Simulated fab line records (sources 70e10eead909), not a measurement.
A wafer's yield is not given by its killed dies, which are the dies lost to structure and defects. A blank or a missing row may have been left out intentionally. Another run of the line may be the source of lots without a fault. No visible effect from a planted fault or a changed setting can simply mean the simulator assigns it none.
Which tool is to blame? ; flow nandHarc ; 72 wafers from 24 lots sampled at 6 of the route's 1302 steps

WHAT THE GAUGES SHOWED, per wafer
NHARC_P_M2_CD_MEAS_16. Usual: 169.8 nm for cdNm, sd 0.57.
lot;measured;on;cdNm (nm);flag
L074;day 6 14:53;cdSem-03;169.1 169.4 169.3;
L075;day 6 18:07;cdSem-02;169.5 169.8 170.1;
L076;day 7 01:39;cdSem-03;170.3 170.7 169.6;
L077;day 7 19:53;cdSem-02;170.2 170.4 170.4;
L078;day 8 07:55;cdSem-01;170.1 170.3 170.2;
L079;day 8 14:41;cdSem-03;168.8 169.0 169.8;
L080;day 8 22:25;cdSem-02;169.7 169.5 169.9;
L081;day 9 15:07;cdSem-03;169.5 169.6 169.5;
L082;day 9 19:32;cdSem-03;169.5 169.6 169.1;
L083;day 10 04:30;cdSem-03;169.7 169.8 169.9;
L084;day 10 10:25;cdSem-02;170.0 169.3 169.9;
L085;day 11 01:29;cdSem-01;169.8 170.7 170.1;
L086;day 11 14:11;cdSem-02;170.1 170.2 169.8;
L087;day 12 14:05;cdSem-01;169.9 170.5 170.4;
L089;day 12 15:43;cdSem-02;170.8 170.0 171.0;
L088;day 12 16:03;cdSem-01;170.1 169.1 170.1;
L090;day 13 07:20;cdSem-03;170.4 170.3 170.0;
L091;day 13 14:49;cdSem-03;170.1 170.4 170.4;
L092;day 13 21:08;cdSem-03;170.0 169.9 170.3;
L093;day 14 12:23;cdSem-02;170.1 169.7 169.9;
L094;day 14 17:00;cdSem-03;170.1 170.2 170.1;
L095;day 15 01:08;cdSem-02;169.4 169.0 168.9;
L097;day 15 20:21;cdSem-03;168.9 169.2 169.1;
L096;day 15 21:28;cdSem-02;170.2 168.9 169.6;

NHARC_P_BONDPAD_THK_MEAS_33: measures by ellipsometry. Usual: 200.5 nm for thkNm, sd 1.5.
lot;measured;on;thkNm (nm);flag
L074;day 6 18:23;filmMetro-01;199.6 196.7 199.7;
L075;day 6 21:35;filmMetro-01;201.7 199.0 199.6;
L076;day 7 05:13;filmMetro-01;198.2 201.2 201.2;
L077;day 7 23:25;filmMetro-02;197.8 199.5 198.3;
L078;day 8 11:25;filmMetro-02;199.6 203.5 200.5;
L079;day 8 18:14;filmMetro-02;203.5 201.4 200.1;
L080;day 9 02:16;filmMetro-02;199.4 202.3 199.9;
L081;day 9 18:37;filmMetro-02;198.8 200.0 200.8;
L082;day 9 23:01;filmMetro-02;200.7 199.7 198.9;
L083;day 10 08:00;filmMetro-02;200.5 199.0 199.3;
L084;day 10 14:07;filmMetro-01;195.5 200.0 200.5;
L085;day 11 05:24;filmMetro-01;201.0 200.7 203.1;
L086;day 11 17:40;filmMetro-01;199.1 202.7 202.4;
L087;day 12 17:36;filmMetro-01;201.6 202.2 201.5;
L089;day 12 19:12;filmMetro-01;200.7 200.5 199.5;
L088;day 12 19:34;filmMetro-02;201.5 200.1 201.6;
L090;day 13 10:49;filmMetro-01;201.8 199.6 202.0;
L091;day 13 18:20;filmMetro-01;203.0 199.6 200.6;
L092;day 14 00:47;filmMetro-01;200.9 199.5 202.8;
L093;day 14 15:53;filmMetro-02;202.3 198.4 201.2;
L094;day 14 20:41;filmMetro-02;199.7 197.8 197.9;
L095;day 15 05:07;filmMetro-01;202.3 198.1 200.4;
L097;day 16 00:03;filmMetro-01;199.6 201.1 199.9;
L096;day 16 01:20;filmMetro-01;203.1 200.6 200.7;

NHARC_A_ONON_D1_THK_MEAS_21: measures by ellipsometry. Usual: 1001 nm for thkNm, sd 10.
lot;measured;on;thkNm (nm);flag
L074;day 8 09:42;filmMetro-02;1005 1004 1004;
L075;day 8 09:41;filmMetro-01;996 998 996;
L076;day 8 22:46;filmMetro-02;1007 1007 1008;
L077;day 9 13:32;filmMetro-02;996 996 995;
L078;day 10 04:08;filmMetro-01;998 998 1000;
L079;day 10 10:44;filmMetro-01;1005 1003 1002;
L080;day 10 19:27;filmMetro-02;1001 999 1001;
L081;day 11 12:02;filmMetro-02;996 996 997;
L082;day 11 12:00;filmMetro-01;973 972 973;
L083;day 11 22:40;filmMetro-01;1002 1001 1000;
L084;day 12 03:55;filmMetro-02;1008 1009 1008;
L085;day 12 18:52;filmMetro-01;991 986 987;
L086;day 13 07:22;filmMetro-02;986 988 987;
L087;day 14 09:40;filmMetro-01;1003 1006 1003;
L089;day 14 10:01;filmMetro-01;994 995 993;
L088;day 14 09:48;filmMetro-01;1010 1008 1009;
L090;day 15 04:14;filmMetro-01;988 988 987;
L091;day 15 12:02;filmMetro-02;1022 1021 1022;
L092;day 15 23:17;filmMetro-02;1009 1011 1012;
L093;day 16 12:18;filmMetro-01;1005 1005 1005;
L094;day 16 12:22;filmMetro-02;1011 1010 1011;
L095;day 16 22:01;filmMetro-01;1011 1011 1012;
L097;day 17 16:12;filmMetro-01;990 991 992;
L096;day 17 16:13;filmMetro-02;1010 1010 1011;

WHAT TOOL EACH LOT RAN ON (gives the tool, then ch and the chambers of the sampled wafers, and finally the start)
lot;NHARC_P_M2_ETCH_28;NHARC_P_BONDPAD_PRE_CLEAN_26;NHARC_P_BONDPAD_PVD_27
L074;rieDiel-08 ch 1,2, day 6 18:23 or earlier;pvdSputter-01, day 8 09:42 or earlier;pvdSputter-01, day 8 09:42 or earlier
L075;rieDiel-11 ch 0,2,3, day 6 21:35 or earlier;pvdSputter-01, day 8 09:41 or earlier;pvdSputter-01, day 8 09:41 or earlier
L076;rieDiel-01 ch 2,3, day 7 05:13 or earlier;pvdSputter-02, day 8 22:46 or earlier;pvdSputter-02, day 8 22:46 or earlier
L077;rieDiel-01 ch 1,2, day 7 23:25 or earlier;pvdSputter-03, day 9 13:32 or earlier;pvdSputter-03, day 9 13:32 or earlier
L078;rieDiel-01 ch 1,2,3, day 8 11:25 or earlier;pvdSputter-01, day 10 04:08 or earlier;pvdSputter-01, day 10 04:08 or earlier
L079;rieDiel-11 ch 0,2,3, day 8 18:14 or earlier;pvdSputter-02, day 10 10:44 or earlier;pvdSputter-02, day 10 10:44 or earlier
L080;rieDiel-11 ch 0,1,2, day 9 02:16 or earlier;pvdSputter-01, day 10 19:27 or earlier;pvdSputter-01, day 10 19:27 or earlier
L081;rieDiel-08 ch 1,2,3, day 9 18:37 or earlier;pvdSputter-03, day 11 12:02 or earlier;pvdSputter-03, day 11 12:02 or earlier
L082;rieDiel-11 ch 0,2,3, day 9 23:01 or earlier;pvdSputter-03, day 11 12:00 or earlier;pvdSputter-03, day 11 12:00 or earlier
L083;rieDiel-01 ch 1,2,3, day 10 08:00 or earlier;pvdSputter-01, day 11 22:40 or earlier;pvdSputter-01, day 11 22:40 or earlier
L084;rieDiel-11 ch 1,2, day 10 14:07 or earlier;pvdSputter-02, day 12 03:55 or earlier;pvdSputter-02, day 12 03:55 or earlier
L085;rieDiel-08 ch 2,3, day 11 05:24 or earlier;pvdSputter-01, day 12 18:52 or earlier;pvdSputter-01, day 12 18:52 or earlier
L086;rieDiel-08 ch 0,1,2, day 11 17:40 or earlier;pvdSputter-02, day 13 07:22 or earlier;pvdSputter-02, day 13 07:22 or earlier
L087;rieDiel-08 ch 0,3, day 12 17:36 or earlier;pvdSputter-03, day 14 09:40 or earlier;pvdSputter-03, day 14 09:40 or earlier
L089;rieDiel-01 ch 0,1,2, day 12 19:12 or earlier;pvdSputter-03, day 14 10:01 or earlier;pvdSputter-03, day 14 10:01 or earlier
L088;rieDiel-08 ch 0,1,3, day 12 19:34 or earlier;pvdSputter-01, day 14 09:48 or earlier;pvdSputter-01, day 14 09:48 or earlier
L090;rieDiel-01 ch 0,2,3, day 13 10:49 or earlier;pvdSputter-01, day 15 04:14 or earlier;pvdSputter-01, day 15 04:14 or earlier
L091;rieDiel-01 ch 0,3, day 13 18:20 or earlier;pvdSputter-01, day 15 12:02 or earlier;pvdSputter-01, day 15 12:02 or earlier
L092;rieDiel-08 ch 1,3, day 14 00:47 or earlier;pvdSputter-03, day 15 23:17 or earlier;pvdSputter-03, day 15 23:17 or earlier
L093;rieDiel-08 ch 0,1,2, day 14 15:53 or earlier;pvdSputter-03, day 16 12:18 or earlier;pvdSputter-03, day 16 12:18 or earlier
L094;rieDiel-11 ch 1,2,3, day 14 20:41 or earlier;pvdSputter-02, day 16 12:22 or earlier;pvdSputter-02, day 16 12:22 or earlier
L095;rieDiel-01 ch 0,3, day 15 05:07 or earlier;pvdSputter-02, day 16 22:01 or earlier;pvdSputter-02, day 16 22:01 or earlier
L097;rieDiel-11 ch 0,1,2, day 16 00:03 or earlier;pvdSputter-02, day 17 16:12 or earlier;pvdSputter-02, day 17 16:12 or earlier
L096;rieDiel-08 ch 1,2,3, day 16 01:20 or earlier;pvdSputter-02, day 17 16:13 or earlier;pvdSputter-02, day 17 16:13 or earlier
- NHARC_P_M2_ETCH_28: etches the open film in CF4/N2, target depth 30 nm, time 72.99 s.
- NHARC_P_BONDPAD_PRE_CLEAN_26: time 30 s.
- NHARC_P_BONDPAD_PVD_27: deposits Cu, target thk 30 nm, time 20.49 s.

AS READ BY THE TOOLS THEMSELVES (means over the sampled wafers that have a number; for cases with no such wafer, the mark the record gives instead)
NHARC_P_M2_ETCH_28. Usual: drypumpMotorCurrentA 5.7 A, standard deviation 0.38; oesProductAu 1.000 a.u., standard deviation 0.0072; rfVppV 314.8 V, standard deviation 1.6; showerheadPlenumPTorr 2.66 Torr, standard deviation 0.083; throttleValvePct 19.795 %, standard deviation 0.0091.
lot;tool;drypumpMotorCurrentA (A);oesProductAu (a.u.);rfVppV (V);showerheadPlenumPTorr (Torr);throttleValvePct (%);flag
L074;rieDiel-08;6.1;1.000;314.3;2.62;19.797;
L075;rieDiel-11;5.7;0.997;313.3;2.57;19.791;
L076;rieDiel-01;5.7;1.005;316.0;2.71;19.802;
L077;rieDiel-01;5.6;0.992;314.1;2.65;19.796;
L078;rieDiel-01;5.6;1.003;314.5;2.71;19.800;
L079;rieDiel-11;5.7;0.999;313.6;2.57;19.793;
L080;rieDiel-11;5.9;0.993;313.9;2.59;19.805;
L081;rieDiel-08;5.9;0.994;315.4;2.64;19.805;
L082;rieDiel-11;5.7;1.003;312.7;2.57;19.796;
L083;rieDiel-01;5.6;0.996;315.1;2.71;19.784;
L084;rieDiel-11;6.0;0.988;313.3;2.58;19.790;
L085;rieDiel-08;5.7;0.999;315.3;2.66;19.804;
L086;rieDiel-08;6.1;1.002;314.5;2.66;19.789;
L087;rieDiel-08;6.1;1.001;315.3;2.70;19.794;
L089;rieDiel-01;5.3;0.990;316.2;2.71;19.790;
L088;rieDiel-08;6.1;1.003;315.2;2.66;19.791;
L090;rieDiel-01;5.4;0.996;315.1;2.71;19.793;
L091;rieDiel-01;5.2;1.006;316.1;2.78;19.804;
L092;rieDiel-08;5.8;0.998;314.4;2.63;19.788;
L093;rieDiel-08;6.1;1.005;314.9;2.66;19.789;
L094;rieDiel-11;5.8;1.009;313.7;2.56;19.800;
L095;rieDiel-01;5.2;1.004;316.2;2.78;19.796;
L097;rieDiel-11;5.9;1.005;313.3;2.59;19.797;
L096;rieDiel-08;5.9;0.993;313.6;2.63;19.788;

NHARC_P_BONDPAD_PRE_CLEAN_26. Usual: 408 W for heaterPowerW, sd 39.
lot;tool;heaterPowerW (W);flag
L074;pvdSputter-01;398;
L075;pvdSputter-01;406;
L076;pvdSputter-02;438;
L077;pvdSputter-03;402;
L078;pvdSputter-01;396;
L079;pvdSputter-02;432;
L080;pvdSputter-01;404;
L081;pvdSputter-03;363;
L082;pvdSputter-03;420;
L083;pvdSputter-01;399;
L084;pvdSputter-02;439;
L085;pvdSputter-01;377;
L086;pvdSputter-02;413;
L087;pvdSputter-03;375;
L089;pvdSputter-03;371;
L088;pvdSputter-01;426;
L090;pvdSputter-01;412;
L091;pvdSputter-01;396;
L092;pvdSputter-03;358;
L093;pvdSputter-03;381;
L094;pvdSputter-02;429;
L095;pvdSputter-02;397;
L097;pvdSputter-02;468;
L096;pvdSputter-02;440;

NHARC_P_BONDPAD_PVD_27. Usual: 30.2 % for throttleValvePct, sd 1.
lot;tool;throttleValvePct (%);flag
L074;pvdSputter-01;30.9;
L075;pvdSputter-01;30.1;
L076;pvdSputter-02;30.1;
L077;pvdSputter-03;29.2;
L078;pvdSputter-01;29.7;
L079;pvdSputter-02;29.9;
L080;pvdSputter-01;30.4;
L081;pvdSputter-03;30.1;
L082;pvdSputter-03;29.6;
L083;pvdSputter-01;30.8;
L084;pvdSputter-02;30.5;
L085;pvdSputter-01;29.9;
L086;pvdSputter-02;30.2;
L087;pvdSputter-03;29.7;
L089;pvdSputter-03;29.7;
L088;pvdSputter-01;30.1;
L090;pvdSputter-01;30.0;
L091;pvdSputter-01;30.8;
L092;pvdSputter-03;30.0;
L093;pvdSputter-03;29.2;
L094;pvdSputter-02;30.0;
L095;pvdSputter-02;29.5;
L097;pvdSputter-02;30.3;
L096;pvdSputter-02;30.2;

THE ANSWER, worked out from the rows above alone
Rule: take the mean of a lot's wafers that have a number; if it is more than 3 standard deviations from the usual mean, the lot is off. A lot without any number at a reading at which 4 lots or more have one is off too. Where the step has rows for the other lots, those lots are counted as sound. Order of review: gauges by route order, followed by the tools' own readings, for which a lot's mean as printed above is used. The first step at which some lot is off is used, and at that step the reading that is off furthest; a lot without a number counts as furthest.
None of the lots is off at any reading shown; this tells nothing.

WHAT THE SIMULATOR HAD PUT IN
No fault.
